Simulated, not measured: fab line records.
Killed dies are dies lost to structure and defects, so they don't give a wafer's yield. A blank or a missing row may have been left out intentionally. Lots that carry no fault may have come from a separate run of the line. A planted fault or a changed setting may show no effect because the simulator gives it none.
Matching of chambers	flow n5_finfet	N5_BEOL_M4_STRIP_19 on rie_diel-01 has 4 sister chambers
The step strips in O2. 8 wafers are shown with their chamber, then 8 later ones without.

== WAFERS, EACH WITH ITS CHAMBER ==
wafer	chamber	throttle_valve_pct (%)	oes_product_au (a.u.)
L082.6	3	16.92	0.69
L088.3	3	16.93	0.69
L088.5	1	16.35	0.91
L088.6	2	16.91	0.81
L093.1	2	16.90	0.81
L093.2	0	16.53	0.83
L093.4	1	16.36	0.90
L090.1	0	16.53	0.84

== WAFERS MISSING THEIR CHAMBER ==
wafer	throttle_valve_pct (%)	oes_product_au (a.u.)
L090.4	16.37	0.90
L090.6	16.53	0.83
L095.2	16.93	0.79
L095.5	16.39	0.88
L095.6	16.56	0.83
L096.1	16.55	0.82
L096.2	16.39	0.88
L096.4	16.39	0.88

== WHICH CHAMBER EACH ONE RAN IN ==
wafer	from the rows above	in truth
L090.4	1	1
L090.6	0	0
L095.2	2	2
L095.5	1	1
L095.6	0	0
L096.1	0	0
L096.2	1	1
L096.4	1	1
8 of 8 placed correctly. From these rows, 0 cannot be placed. Number placed wrongly: 0.
How it was worked out, from the rows above alone: a wafer's distance from a chamber is the root of the sum, over the readings, of the square of ((its reading less the chamber's mean) divided by the reading's scatter). If the next closest chamber is less than 2 further off than the closest, the wafer can't be placed; otherwise it belongs to the closest. For every chamber, the mean is computed from those of its wafers that are shown. How the scatter is found: for the shown wafers, subtract from each reading the mean of its chamber, square and add these, divide the total by (wafers less chambers), then take the root.
